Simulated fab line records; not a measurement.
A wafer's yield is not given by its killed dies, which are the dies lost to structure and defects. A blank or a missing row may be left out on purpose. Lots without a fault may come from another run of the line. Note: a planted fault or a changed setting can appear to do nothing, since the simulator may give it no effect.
Comparing a struck lot with a sound one | flow nand harc | 14 steps out of a route of 1302
Sound: wafers L443.3, L443.4, L443.5. Struck: wafers L451.1, L451.4. (L451.2 of the same lot was not struck and is left out.) The cause comes at the end.
For every step that has rows: the tool of each side, followed by ch and its chambers, followed by its first start. Under that, the readings that differ: sound wafers | struck wafers | difference of the means | sigmas: that difference in standard deviations of wafers without a fault.
alike: a reading whose means differ by less than 2 such deviations, as well as words and numbers matching on both sides. not compared: withheld readings; readings where some wafer has no value; bounds like >300 that might hide an equal value; numbers whose values overlap and for which the record gives no deviation.
A row with sigmas, a row that says differs or no value, or rows on one side alone: a step with any of these is where the two part. Numbers that don't overlap but have no deviation are shown without sigmas and don't part them. A reading that every wafer of one side lacks parts them only if that side has two wafers or more.

first, 2 steps without rows for these wafers: NHARC_A_CONTACT_STRIP_100 (strips in CF4/CHF3); NHARC_A_CONTACT_STRIP_101 (strips in O2/COS).
NHARC_A_CONTACT_ETCH_102: etches the open film in CF4/O2, target depth 100 nm, overetch 10 nm, time 55 s.
  sound on rie diel-04 ch 0,1, day 24 04:26; struck on rie diel-05 ch 0,3, day 28 00:46
  alike: drypump motor current A, mfc ar sccm, oes product au, rf vpp V, showerhead plenum p Torr, throttle valve pct
  not compared: rf hours counter h
NHARC_A_CONTACT_STRIP_55: strips in O2.
  sound on rie diel-04 ch 0,1,2; struck on rie diel-05 ch 0,1
  alike: drypump motor current A, mfc ar sccm, oes product au, rf vpp V, showerhead plenum p Torr, throttle valve pct
  not compared: rf hours counter h
then, 1 step without rows for these wafers: NHARC_A_CONTACT_STRIP_56 (strips in post etch residue remover, time 600 s).
NHARC_A_CONTACT_DEP_57: deposits aC, target thk 5300 nm.
  sound on acl dep-03 ch 0, day 24 12:51; struck on acl dep-02 ch 0, day 28 02:32
  alike: throttle valve pct
NHARC_A_CONTACT_DEP_58: deposits SiON, target thk 90 nm.
  sound on pecvd-01 ch 0,1, day 24 15:04; struck on pecvd-03 ch 1,2, day 28 05:48
  alike: heater power w
then, 5 steps without rows for these wafers: NHARC_A_CONTACT_DEHYDRATE_59 (time 120 s); NHARC_A_CONTACT_HMDS_60 (time 30 s); NHARC_A_CONTACT_COAT_61 (time 75 s); NHARC_A_CONTACT_COAT_62 (time 65 s); NHARC_A_CONTACT_COAT_63 (resist thk 90 nm).
NHARC_A_CONTACT_SOFTBAKE_64: time 55 s.
  sound on litho track-06 ch 0, day 24 15:00; struck on litho track-06 ch 0, day 28 06:00
  reading                  | sound                | struck        | difference | sigmas
  heater power total W (W) | 188.43 188.34 188.29 | 323.12 322.88 | +134.65    | +99 or more
next, for these wafers, 1 step has no rows: NHARC_A_CONTACT_EBR_65.

## WHERE THEY PART
At NHARC_A_CONTACT_SOFTBAKE_64 and nowhere else, as far as this record goes.

WHY: the cause the simulator had injected
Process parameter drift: litho track-06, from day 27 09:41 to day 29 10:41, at NHARC_A_CONTACT_SOFTBAKE_64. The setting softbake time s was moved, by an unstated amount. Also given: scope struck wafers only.
